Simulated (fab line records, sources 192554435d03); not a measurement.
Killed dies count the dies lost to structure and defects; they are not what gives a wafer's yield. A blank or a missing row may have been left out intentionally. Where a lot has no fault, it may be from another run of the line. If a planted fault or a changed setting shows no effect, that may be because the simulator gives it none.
Matching of chambers -- flow n5_finfet -- rie_diel-01 running N5_GATE_CUT_STRIP_59: 4 sister chambers
The step strips in N2/H2, time 20 s. 4 wafers are shown with their chamber, then 7 later ones without.

## EACH WAFER AND ITS CHAMBER
wafer,chamber,showerhead_plenum_p_Torr (Torr)
L080.4,2,3.51
L085.3,3,3.42
L093.1,0,3.28
L093.2,1,3.43

## WAFERS MISSING THEIR CHAMBER
wafer,showerhead_plenum_p_Torr (Torr)
L093.3,3.50
L093.4,3.43
L093.5,3.28
L093.6,3.50
L096.3,3.28
L096.5,3.41
L096.6,3.49

## CHAMBER TAKEN BY EACH
wafer,from the rows above,in truth
L093.3,2,2
L093.4,can't be placed: 1 or 3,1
L093.5,0,0
L093.6,2,2
L096.3,0,0
L096.5,can't be placed: 3 or 1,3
L096.6,2,2
Correct placement for 5 of the 7. These rows do not allow placing 2 (true chamber among the candidates in 2). Placed wrongly: 0.
How it was worked out, from the rows above alone: a wafer's distance from a chamber is the root of the sum, over the readings, of the square of ((its reading less the chamber's mean) divided by the reading's scatter). If the next closest chamber is less than 2 further off than the closest, the wafer can't be placed; otherwise it belongs to the closest. A chamber's mean is the mean of its shown wafers. The scatter: root of mean squared gap, hidden wafer to nearest shown wafer, with one shown wafer a chamber.
